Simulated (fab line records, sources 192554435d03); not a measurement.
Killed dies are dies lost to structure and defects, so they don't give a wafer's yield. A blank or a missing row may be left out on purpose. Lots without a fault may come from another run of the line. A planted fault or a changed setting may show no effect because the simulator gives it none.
Which tool did it? | flow n5_finfet | 12 lots, 36 wafers sampled, at 1 step of a route of 1938

WHAT THE GAUGES READ, wafer by wafer
N5_BEOL_M0_CUTY_INSPECT_59: inspects for defects (macro).
lot  | measured     | on                | raw_defect_count
L075 | day 6 03:13  | defect_inspect-01 | 1 1 1
L077 | day 6 08:47  | defect_inspect-01 | 3 2 2
L079 | day 7 01:16  | defect_inspect-01 | 1 0 0
L081 | day 7 11:37  | defect_inspect-02 | 1 3 4
L083 | day 7 23:16  | defect_inspect-01 | 0 0 4
L085 | day 8 13:44  | defect_inspect-01 | 0 1 3
L087 | day 9 02:19  | defect_inspect-02 | 2 4 2
L089 | day 9 19:17  | defect_inspect-01 | 3 1 2
L091 | day 10 14:36 | defect_inspect-02 | 3 0 1
L093 | day 11 00:28 | defect_inspect-02 | 0 2 1
L095 | day 11 05:36 | defect_inspect-01 | 3 2 2
L097 | day 11 18:01 | defect_inspect-01 | 1 0 1

WHICH TOOL RAN EACH LOT (tool, then ch and the chambers of the sampled wafers, then the start)
The record holds no process step before these readings.

THE ANSWER, worked out from the rows above alone
Rule: what is usual is taken from the lots themselves. Put in order of their means at a reading, lots are off if they are a third of the lots or fewer, leave a main group of 4 or more, and stand apart from it by a gap of 3 or more times the standard deviation of the main group's means; of several such gaps the widest counts. A main group whose means are all the same, to the digits that the tables above print for the reading, isn't used. A lot without any number at a reading at which 4 lots or more have one is off too. The other lots that the step has rows for count as sound.
No lot is off at any reading shown: from this, nothing can be told.

WHAT THE SIMULATOR HAD PUT IN
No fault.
